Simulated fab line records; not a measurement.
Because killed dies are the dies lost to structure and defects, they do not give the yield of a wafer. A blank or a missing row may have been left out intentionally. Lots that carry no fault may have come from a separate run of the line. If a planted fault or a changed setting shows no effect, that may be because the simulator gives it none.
fab line records	flow nand-harc	part 1 of 2: steps 1 to 28 of 41
record lots=5	wafers=15	last-day=33
route steps=1302 shown P_CONTACT@246 P_M0@253 P_M1@285
lots that met no fault: taken from a fault-free run of the same line
start-h: hours from the record's first day to the start of the lot's first wafer shown	wait-h: time in hours since the lot's previous step	" same as the row above	L1.1+2: several wafers, shown together as one row	- value missing, or start not given	* or withheld: withheld	< > ~ a bound
route shown NAME@n: a module of which the file shows steps, and the number in the route of the first	usual: average and standard deviation across the fault-free wafers	same: alike in all rows	chamber/n: place in a boat	sites: per-site readings	_std_site: how widely they spread, as a standard deviation	_edge_site: mean of outer sites minus mean of inner sites	radius-mm: how far each site lies from the wafer's centre	mask NAME#n: copy n	behind: tool/chamber where the wafer was last shaped	hold: why the lot was held/for how many hours/how that ended	device: the n, p or np transistor that did not switch	end of line: the same wafers' tests at the end of the route	step lacking rows: just its recipe	killed: at the first sort, the dies lost to defects and structure; wafer yield is something else	map: per-die view of a wafer (x killed, . not killed, _ where there is no die)
set.NAME: the setting that was run; set.NAME@STEP: the one run at that earlier step	model.NAME: the simulator's own value behind a step, which no gauge read
a table for each step, a row for each wafer; lots at some steps of the route
services: a tool's chamber out of use, with start hour (start-h, from the record's first day; less than 0 if before it), hours out, and reason
## steps
# step NHARC_P_CONTACT_PVD_32
# recipe target-thk-a=50	chamber-pressure-pa=5	power-w=5000	substrate-temp-c=200	time-s=17.7	material=Ti
# usual throttle-valve-pct=30.1/1.4
lot.wafer	tool	chamber	start-h	wait-h	throttle-valve-pct
L075.3	pvd-sputter-01	-	-	-	30.8
L075.2	"	-	"	"	32.2
L075.1	"	-	"	"	32.5
L088.2	pvd-sputter-01	-	-	-	31.8
L088.4	"	-	"	"	28.0
L088.1	"	-	"	"	32.4
L094.2	pvd-sputter-02	-	-	-	28.7
L094.1	"	-	"	"	28.1
L094.6	"	-	"	"	28.5
L095.1	pvd-sputter-01	-	-	-	32.3
L095.3	"	-	"	"	31.7
L095.5	"	-	"	"	32.3
L096.3	pvd-sputter-02	-	-	-	28.8
L096.1	"	-	"	"	29.3
L096.5	"	-	"	"	29.1
# step NHARC_P_CONTACT_ALD_22
# recipe target-thk-a=30	pulse-time-s=1	ald-cycles=150	temp-c=450	material=TiN
# usual heater-power-w=1114/97	precursor-pulse-height-rel=1.002/0.019
# same pulse-time-s=1
lot.wafer	tool	chamber	start-h	wait-h	heater-power-w	precursor-pulse-height-rel
L075.3	ald-metal-04	2	131.50	-	993	0.999
L075.1	"	0	"	"	1185	0.992
L075.2	"	1	"	"	1065	1.001
L088.4	ald-metal-03	1	266.92	-	1231	1.012
L088.1	"	2	"	"	1315	0.984
L088.2	"	3	"	"	966	1.028
L094.2	ald-metal-02	3	322.58	-	1145	1.000
L094.1	"	0	"	"	1011	0.996
L094.6	"	3	"	"	1160	1.022
L095.1	ald-metal-03	3	336.32	-	948	1.012
L095.3	"	0	"	"	1254	1.018
L095.5	"	0	"	"	1253	0.998
L096.3	ald-metal-04	2	345.05	-	1024	0.998
L096.1	"	3	"	"	1038	1.001
L096.5	"	1	"	"	1119	1.007
# step NHARC_P_CONTACT_CVD_23
# recipe target-thk-a=2000	temp-c=300	pressure-torr=40	wf6-flow-sccm=40	h2-flow-sccm=1600	ar-flow-sccm=1560	time-s=557	material=W
# usual heater-power-w=476/46	throttle-valve-pct=8.01/0.23
lot.wafer	tool	chamber	start-h	wait-h	heater-power-w	throttle-valve-pct
L075.1	cvd-w-01	0	-	-	450	7.77
L075.2	"	1	"	"	583	8.02
L075.3	"	1	"	"	570	8.11
L088.1	cvd-w-02	0	-	-	469	8.23
L088.2	"	1	"	"	434	8.19
L088.4	"	1	"	"	444	8.27
L094.1	cvd-w-01	0	-	-	467	8.09
L094.2	"	1	"	"	520	7.50
L094.6	"	1	"	"	530	7.68
L095.1	cvd-w-01	1	-	-	532	7.63
L095.3	"	1	"	"	525	7.81
L095.5	"	0	"	"	465	7.92
L096.1	cvd-w-02	1	-	-	438	8.11
L096.3	"	0	"	"	469	7.78
L096.5	"	0	"	"	467	8.10
# step NHARC_P_CONTACT_CMP_24
# recipe t-overpolish-s=30	target-thk-nm=200
# usual edge-zone-pressure-frac=1.001/0.0051	motor-current-A=11.5/1.2	overpolish-run-s=30.001/0.0098	time-to-endpoint-s=40/3
lot.wafer	tool	chamber	start-h	wait-h	edge-zone-pressure-frac	motor-current-A	overpolish-run-s	time-to-endpoint-s
L075.1	cmp-02	2	132.36	0.6	0.998	11.4	30.004	36
L075.2	"	3	"	"	0.995	12.7	29.993	40
L075.3	"	0	"	"	1.007	13.1	30.018	41
L088.2	cmp-03	2	267.80	0.5	0.999	11.2	29.987	39
L088.1	"	3	"	"	0.999	11.0	29.997	35
L088.4	"	0	"	"	1.008	9.7	30.006	40
L094.2	cmp-03	2	323.48	0.5	1.004	11.2	29.995	37
L094.1	"	3	"	"	1.009	10.9	30.015	36
L094.6	"	0	"	"	0.999	9.8	29.988	38
L095.3	cmp-03	0	337.19	0.4	1.001	9.8	29.998	42
L095.1	"	2	"	"	0.999	11.5	30.008	36
L095.5	"	3	"	"	1.006	11.0	30.002	36
L096.1	cmp-02	0	345.89	0.6	1.002	13.5	30.010	44
L096.3	"	1	"	"	1.005	10.7	30.000	42
L096.5	"	0	"	"	1.003	14.0	29.995	45
# step NHARC_P_CONTACT_SRD_26
lot.wafer	tool	chamber	start-h	wait-h
L075.3+2+1	wet-bench-09	5,6,2	132.69	0.0
L088.2+1+4	wet-bench-09	2,5,6	268.11	0.0
L094.2+1+6	wet-bench-03	0,3,4	323.75	0.0
L095.5+3+1	wet-bench-09	6,7,1	337.49	0.0
L096.1+5+3	wet-bench-09	7,0,3	346.19	0.0
# step NHARC_P_CONTACT_INSPECT_27
# usual raw-defect-count=303/130
lot.wafer	tool	chamber	start-h	wait-h	raw-defect-count
L075.1	defect-inspect-01	-	132.77	0.1	311
L075.2	"	-	"	"	256
L075.3	"	-	"	"	211
L088.1	defect-inspect-01	-	268.20	0.1	262
L088.2	"	-	"	"	282
L088.4	"	-	"	"	312
L094.1	defect-inspect-01	-	323.83	0.1	205
L094.2	"	-	"	"	319
L094.6	"	-	"	"	158
L095.1	defect-inspect-01	-	337.57	0.1	237
L095.3	"	-	"	"	147
L095.5	"	-	"	"	202
L096.1	defect-inspect-02	-	346.26	0.1	255
L096.3	"	-	"	"	266
L096.5	"	-	"	"	311
# step NHARC_P_M0_DEP_00
# recipe target-thk-a=1500	target-thk-nm=150	temp-c=withheld	pressure-torr=5	flow-sccm=200	rf-w=600	material=SiOC
lot.wafer	tool	chamber	start-h	wait-h
L075.2+3+1	pecvd-04	1,2,0	132.84	0.1
L088.1+2+4	pecvd-01	1,0,1	268.27	0.1
L094.2+1+6	pecvd-03	0,2,1	323.90	0.1
L095.3+1+5	pecvd-03	2,1,1	337.63	0.1
L096.3+1+5	pecvd-03	1,0,2	346.33	0.1
# step NHARC_P_M0_DEHYDRATE_01
# recipe temp-c=150	time-s=120
lot.wafer	tool	chamber	start-h	wait-h
L075.1+2+3	litho-track-04	0	133.24	-
L088.1+2+4	litho-track-04	0	268.68	-
L094.1+2+6	litho-track-01	0	324.30	-
L095.1+3+5	litho-track-04	0	338.04	-
L096.1+3+5	litho-track-04	0	346.74	-
# step NHARC_P_M0_HMDS_02
# recipe time-s=30
lot.wafer	tool	chamber	start-h	wait-h
L075.1+2+3	litho-track-04	0	-	-
L088.1+2+4	litho-track-04	0	-	-
L094.1+2+6	litho-track-01	0	-	-
L095.1+3+5	litho-track-04	0	-	-
L096.1+3+5	litho-track-04	0	-	-
# step NHARC_P_M0_COAT_33
# recipe temp-c=200	time-s=65
lot.wafer	tool	chamber	start-h	wait-h
L075.1+2+3	litho-track-04	0	-	-
L088.1+2+4	litho-track-04	0	-	-
L094.1+2+6	litho-track-01	0	-	-
L095.1+3+5	litho-track-04	0	-	-
L096.1+3+5	litho-track-04	0	-	-
# step NHARC_P_M0_COAT_03
# recipe spin-rpm=1500	resist-thk-nm=90
# usual spin-speed-rpm=1499.9/0.92
lot.wafer	tool	chamber	start-h	wait-h	spin-speed-rpm
L075.1	litho-track-04	0	-	-	1498.8
L075.2	"	0	"	"	1498.8
L075.3	"	0	"	"	1499.5
L088.1	litho-track-04	0	-	-	1501.0
L088.2	"	0	"	"	1500.7
L088.4	"	0	"	"	1500.9
L094.1	litho-track-01	0	-	-	1498.5
L094.2	"	0	"	"	1499.1
L094.6	"	0	"	"	1499.0
L095.1	litho-track-04	0	-	-	1501.3
L095.3	"	0	"	"	1499.9
L095.5	"	0	"	"	1501.8
L096.1	litho-track-04	0	-	-	1499.1
L096.3	"	0	"	"	1500.2
L096.5	"	0	"	"	1500.1
# step NHARC_P_M0_SOFTBAKE_04
# recipe temp-c=105	time-s=55
lot.wafer	tool	chamber	start-h	wait-h
L075.1+2+3	litho-track-04	0	-	-
L088.1+2+4	litho-track-04	0	-	-
L094.1+2+6	litho-track-01	0	-	-
L095.1+3+5	litho-track-04	0	-	-
L096.1+3+5	litho-track-04	0	-	-
# step NHARC_P_M0_EBR_05
lot.wafer	tool	chamber	start-h	wait-h
L075.1+2+3	litho-track-04	0	-	-
L088.1+2+4	litho-track-04	0	-	-
L094.1+2+6	litho-track-01	0	-	-
L095.1+3+5	litho-track-04	0	-	-
L096.1+3+5	litho-track-04	0	-	-
# step NHARC_P_M0_EXPOSE_06
# recipe na=1.35	target-cd-nm=90	dose-mj=81.28	mask-id=P_M0
lot.wafer	tool	chamber	start-h	wait-h	mask
L075.1+2+3	arfi-scanner-03	0	133.53	-	P_M0#0
L088.1+2+4	arfi-scanner-03	0	268.97	-	P_M0#0
L094.1+2+6	arfi-scanner-01	0	324.59	-	P_M0#0
L095.1+3+5	arfi-scanner-01	0	338.20	-	P_M0#0
L096.1+3+5	arfi-scanner-02	0	347.03	-	P_M0#0
# step NHARC_P_M0_PEB_07
# recipe peb-temp-c=100	peb-time-s=65
lot.wafer	tool	chamber	start-h	wait-h
L075.1+2+3	litho-track-04	0	133.59	0.1
L088.1+2+4	litho-track-06	0	269.03	0.1
L094.1+2+6	litho-track-04	0	324.65	0.1
L095.1+3+5	litho-track-04	0	338.27	0.1
L096.1+3+5	litho-track-06	0	347.09	0.1
# step NHARC_P_M0_DEVELOP_08
# recipe develop-time-s=35	dev-temp-c=23
lot.wafer	tool	chamber	start-h	wait-h
L075.1+2+3	litho-track-04	0	-	-
L088.1+2+4	litho-track-06	0	-	-
L094.1+2+6	litho-track-04	0	-	-
L095.1+3+5	litho-track-04	0	-	-
L096.1+3+5	litho-track-06	0	-	-
# step NHARC_P_M0_CD_MEAS_09
# recipe target-cd-nm=90	landing-energy-ev=500
# usual cd-nm=89.8/0.67
lot.wafer	tool	chamber	start-h	wait-h	cd-nm
L075.1	cd-sem-02	0	133.67	-	89.2
L075.2	"	0	"	"	89.6
L075.3	"	0	"	"	89.7
L088.1	cd-sem-02	0	269.11	-	89.2
L088.2	"	0	"	"	89.0
L088.4	"	0	"	"	90.4
L094.1	cd-sem-02	0	324.73	-	89.9
L094.2	"	0	"	"	89.2
L094.6	"	0	"	"	89.8
L095.1	cd-sem-01	0	338.34	-	88.6
L095.3	"	0	"	"	89.7
L095.5	"	0	"	"	89.7
L096.1	cd-sem-02	0	347.17	-	89.5
L096.3	"	0	"	"	89.4
L096.5	"	0	"	"	89.8
# step NHARC_P_M0_OVL_MEAS_10
# recipe pitch-nm=180
# usual overlay-x-nm=0.0/0.73	overlay-y-nm=0.0/1.2
lot.wafer	tool	chamber	start-h	wait-h	overlay-x-nm	overlay-y-nm
L075.1	overlay-02	-	133.76	-	-0.1	-1.2
L075.2	"	-	"	"	-0.2	-1.3
L075.3	"	-	"	"	0.3	-0.7
L088.1	overlay-02	-	269.20	-	-0.4	-0.4
L088.2	"	-	"	"	-0.2	-0.2
L088.4	"	-	"	"	-0.8	-0.5
L094.1	overlay-01	-	324.82	-	-0.7	1.2
L094.2	"	-	"	"	-0.3	2.0
L094.6	"	-	"	"	-0.2	1.8
L095.1	overlay-02	-	338.43	-	0.5	-0.7
L095.3	"	-	"	"	0.0	-0.4
L095.5	"	-	"	"	0.0	-0.4
L096.1	overlay-01	-	347.25	-	0.7	-1.4
L096.3	"	-	"	"	1.2	-2.1
L096.5	"	-	"	"	0.9	-1.7
# step NHARC_P_M0_INSPECT_11
# usual raw-defect-count=4.0/2.5
lot.wafer	tool	chamber	start-h	wait-h	raw-defect-count
L075.1	defect-inspect-01	-	133.79	0.0	3
L075.2	"	-	"	"	3
L075.3	"	-	"	"	3
L088.1	defect-inspect-01	-	269.24	0.0	5
L088.2	"	-	"	"	6
L088.4	"	-	"	"	4
L094.1	defect-inspect-02	-	324.86	0.0	3
L094.2	"	-	"	"	2
L094.6	"	-	"	"	4
L095.1	defect-inspect-02	-	338.47	0.0	3
L095.3	"	-	"	"	5
L095.5	"	-	"	"	0
L096.1	defect-inspect-02	-	347.29	0.0	3
L096.3	"	-	"	"	5
L096.5	"	-	"	"	3
# step NHARC_P_M0_DESCUM_14
# recipe time-s=3	o2-flow-sccm=200	ar-flow-sccm=0	bias-power-w=0	chemistry=O2
# usual drypump-motor-current-A=5.7/0.3	oes-product-au=1.002/0.011	rf-vpp-V=57.9/0.84	showerhead-plenum-p-Torr=1.91/0.072	throttle-valve-pct=11.310/0.0088
lot.wafer	tool	chamber	start-h	wait-h	drypump-motor-current-A	oes-product-au	rf-hours-counter-h	rf-vpp-V	showerhead-plenum-p-Torr	throttle-valve-pct
L075.1	rie-diel-02	2	133.86	0.1	5.8	0.997	29	55.9	1.89	11.303
L075.2	"	3	"	"	5.3	0.996	29	58.0	2.02	11.305
L075.3	"	1	"	"	5.6	1.006	30	57.6	1.85	11.315
L088.1	rie-diel-03	3	269.30	0.1	5.3	1.004	26	58.1	1.91	11.315
L088.4	"	1	"	"	5.6	1.004	25	56.6	1.88	11.302
L088.2	"	2	"	"	6.3	1.009	25	57.5	1.86	11.308
L094.2	rie-diel-12	0	324.92	0.1	5.7	0.993	19	56.6	1.94	11.328
L094.1	"	2	"	"	5.6	1.023	16	58.3	1.98	11.297
L094.6	"	0	"	"	5.7	0.988	-	57.6	1.94	11.310
L095.3	rie-diel-02	1	338.54	0.1	5.6	0.987	36	57.5	1.83	11.314
L095.1	"	3	"	"	5.3	1.019	39	58.6	1.99	11.305
L095.5	"	1	"	"	5.6	0.989	-	59.5	1.83	11.318
L096.3	rie-diel-03	1	347.35	0.1	5.6	1.004	8	58.6	1.87	11.295
L096.1	"	0	"	"	5.4	1.001	8	57.7	1.91	11.306
L096.5	"	2	"	"	6.4	1.005	-	59.0	1.85	11.304
# step NHARC_P_M0_ETCH_34
# recipe target-depth-a=400	overetch-a=120	time-s=43.94	ion-energy-ev=200	n2-flow-sccm=150	h2-flow-sccm=150	ar-flow-sccm=0	rf-w=400	bias-w=150	chemistry=N2/H2
# usual drypump-motor-current-A=5.7/0.3	oes-product-au=1.001/0.012	rf-vpp-V=430.7/2.2	showerhead-plenum-p-Torr=2.04/0.075	throttle-valve-pct=14.171/0.0096
lot.wafer	tool	chamber	start-h	wait-h	drypump-motor-current-A	oes-product-au	rf-hours-counter-h	rf-vpp-V	showerhead-plenum-p-Torr	throttle-valve-pct
L075.3	rie-diel-02	0	133.97	0.1	6.1	1.010	29	436.8	2.21	14.168
L075.2	"	2	"	"	5.7	0.996	29	429.6	2.02	14.170
L075.1	"	3	"	"	5.3	0.994	29	432.5	2.15	14.170
L088.4	rie-diel-03	3	269.38	0.1	5.3	1.005	26	429.9	2.04	14.183
L088.1	"	1	"	"	5.7	1.005	25	429.2	2.00	14.161
L088.2	"	2	"	"	6.4	0.989	25	427.5	1.98	14.175
L094.2	rie-diel-12	0	325.06	0.1	5.7	1.001	19	429.8	2.07	14.180
L094.1	"	2	"	"	5.7	1.022	16	433.2	2.11	14.170
L094.6	"	0	"	"	5.7	0.992	-	432.0	2.07	14.170
L095.3	rie-diel-02	2	338.62	0.1	5.8	0.990	37	429.7	1.99	14.181
L095.1	"	1	"	"	5.7	0.996	36	428.1	1.95	14.171
L095.5	"	2	"	"	5.8	0.981	-	429.6	1.99	14.175
L096.3	rie-diel-03	3	347.44	0.1	5.3	1.006	10	429.9	2.04	14.170
L096.1	"	1	"	"	5.7	1.009	8	428.3	2.00	14.168
L096.5	"	0	"	"	5.4	1.013	-	430.9	2.03	14.183
# step NHARC_P_M0_ETCH_15
# recipe target-depth-a=1500	overetch-a=150	time-s=82.5	c4f8-flow-sccm=withheld	ar-flow-sccm=400	rf-w=600	bias-w=300	chemistry=C4F8/Ar
# usual oes-product-au=0.953/0.023	rf-vpp-V=440.7/2.3
lot.wafer	tool	chamber	start-h	wait-h	oes-product-au	rf-hours-counter-h	rf-vpp-V
L075.2	rie-diel-02	3	-	-	0.946	29	444.3
L075.1	"	0	"	"	0.952	29	443.6
L075.3	"	1	"	"	0.936	30	439.0
L088.1	rie-diel-03	1	-	-	0.987	25	438.1
L088.2	"	3	"	"	0.967	26	441.1
L088.4	"	0	"	"	0.969	25	440.0
L094.1	rie-diel-12	3	-	-	0.947	19	436.2
L094.2	"	0	"	"	0.932	19	441.9
L094.6	"	2	"	"	0.993	-	442.7
L095.1	rie-diel-02	3	-	-	0.932	39	443.0
L095.3	"	1	"	"	0.928	36	438.1
L095.5	"	3	"	"	0.934	-	441.8
L096.3	rie-diel-03	3	-	-	0.973	10	441.2
L096.1	"	0	"	"	0.988	8	441.7
L096.5	"	2	"	"	0.962	-	440.0
# step NHARC_P_M0_CD_MEAS_16
# usual cd-nm=89.7/0.85
lot.wafer	tool	chamber	start-h	wait-h	cd-nm
L075.1	cd-sem-03	-	134.18	-	89.5
L075.2	"	-	"	"	89.6
L075.3	"	-	"	"	88.7
L088.1	cd-sem-03	-	269.63	-	89.5
L088.2	"	-	"	"	88.8
L088.4	"	-	"	"	90.0
L094.1	cd-sem-01	-	325.28	-	89.4
L094.2	"	-	"	"	90.1
L094.6	"	-	"	"	89.3
L095.1	cd-sem-03	-	338.83	-	88.3
L095.3	"	-	"	"	89.7
L095.5	"	-	"	"	90.1
L096.1	cd-sem-01	-	347.66	-	90.1
L096.3	"	-	"	"	90.0
L096.5	"	-	"	"	91.1
# step NHARC_P_M0_STRIP_18
# recipe power-w=1000	n2-flow-sccm=150	h2-flow-sccm=150	ar-flow-sccm=0	bias-w=0	chemistry=N2/H2
# usual drypump-motor-current-A=5.7/0.3	oes-product-au=1.001/0.014	rf-vpp-V=90.5/0.91	showerhead-plenum-p-Torr=2.03/0.079	throttle-valve-pct=14.171/0.008
lot.wafer	tool	chamber	start-h	wait-h	drypump-motor-current-A	oes-product-au	rf-hours-counter-h	rf-vpp-V	showerhead-plenum-p-Torr	throttle-valve-pct
L075.3	rie-diel-02	3	134.26	0.1	5.3	1.001	29	90.2	2.15	14.178
L075.2	"	0	"	"	6.1	1.014	29	90.1	2.21	14.167
L075.1	"	1	"	"	5.6	1.000	30	92.0	1.97	14.175
L088.2	rie-diel-03	2	269.84	0.2	6.3	1.000	25	90.3	1.98	14.182
L088.1	"	3	"	"	5.3	0.997	26	90.8	2.04	14.153
L088.4	"	0	"	"	5.4	1.005	25	88.8	2.04	14.187
L094.1	rie-diel-12	0	325.41	0.1	5.7	0.986	19	90.5	2.07	14.169
L094.2	"	1	"	"	5.9	1.001	17	90.5	2.08	14.177
L094.6	"	2	"	"	5.7	1.019	-	90.2	2.11	14.174
L095.1	rie-diel-02	1	338.91	0.1	5.7	0.997	36	88.7	1.94	14.175
L095.3	"	2	"	"	5.8	0.996	37	91.0	1.99	14.176
L095.5	"	1	"	"	5.6	0.984	-	88.8	1.94	14.169
L096.1	rie-diel-03	3	347.76	0.1	5.3	0.996	10	89.3	2.04	14.176
L096.3	"	0	"	"	5.4	1.003	8	90.9	2.03	14.166
L096.5	"	3	"	"	5.3	0.996	-	90.0	2.04	14.171
# step NHARC_P_M0_STRIP_19
# recipe time-s=600	temp-c=30	chemistry=post-etch-residue-remover
lot.wafer	tool	chamber	start-h	wait-h
L075.2+1+3	wet-bench-02	2,3,5	134.55	-
L088.2+1+4	wet-bench-06	4,7,0	270.12	-
L094.1+6+2	wet-bench-02	5,6,0	325.65	-
L095.5+1+3	wet-bench-06	5,0,1	339.20	-
L096.3+5+1	wet-bench-06	0,1,4	348.03	-
# step NHARC_P_M0_DEGAS_28
# recipe temp-c=250	time-s=60
# usual heater-power-w=326/28
lot.wafer	tool	chamber	start-h	wait-h	heater-power-w
L075.2	pvd-sputter-03	-	134.81	-	288
L075.3	"	-	"	"	363
L075.1	"	-	"	"	298
L088.1	pvd-sputter-01	-	270.38	-	334
L088.2	"	-	"	"	345
L088.4	"	-	"	"	307
L094.1	pvd-sputter-02	-	325.93	-	313
L094.2	"	-	"	"	350
L094.6	"	-	"	"	313
L095.1	pvd-sputter-02	-	339.49	-	301
L095.3	"	-	"	"	315
L095.5	"	-	"	"	301
L096.3	pvd-sputter-01	-	348.33	-	389
L096.1	"	-	"	"	339
L096.5	"	-	"	"	306
# step NHARC_P_M0_PRE_CLEAN_29
# recipe time-s=30	temp-c=280	gas=H2/He
# usual heater-power-w=398/34
lot.wafer	tool	chamber	start-h	wait-h	heater-power-w
L075.2	pvd-sputter-03	-	-	-	436
L075.3	"	-	"	"	352
L075.1	"	-	"	"	349
L088.1	pvd-sputter-01	-	-	-	426
L088.4	"	-	"	"	452
L088.2	"	-	"	"	416
L094.2	pvd-sputter-02	-	-	-	422
L094.1	"	-	"	"	406
L094.6	"	-	"	"	431
L095.1	pvd-sputter-02	-	-	-	388
L095.3	"	-	"	"	380
L095.5	"	-	"	"	424
L096.3	pvd-sputter-01	-	-	-	454
L096.1	"	-	"	"	416
L096.5	"	-	"	"	426
# step NHARC_P_M0_PVD_20
# recipe target-thk-a=50	bias-v=168.6	power-w=15000	chamber-pressure-pa=0.12	time-s=8.06	substrate-temp-c=50	material=TaN
# usual throttle-valve-pct=29.9/1.2
lot.wafer	tool	chamber	start-h	wait-h	throttle-valve-pct
L075.3	pvd-sputter-03	-	-	-	29.0
L075.1	"	-	"	"	29.3
L075.2	"	-	"	"	30.7
L088.2	pvd-sputter-01	-	-	-	28.2
L088.4	"	-	"	"	32.1
L088.1	"	-	"	"	30.8
L094.1	pvd-sputter-02	-	-	-	28.7
L094.2	"	-	"	"	29.0
L094.6	"	-	"	"	28.4
L095.1	pvd-sputter-02	-	-	-	28.6
L095.3	"	-	"	"	29.4
L095.5	"	-	"	"	28.6
L096.1	pvd-sputter-01	-	-	-	32.3
L096.3	"	-	"	"	30.6
L096.5	"	-	"	"	28.2
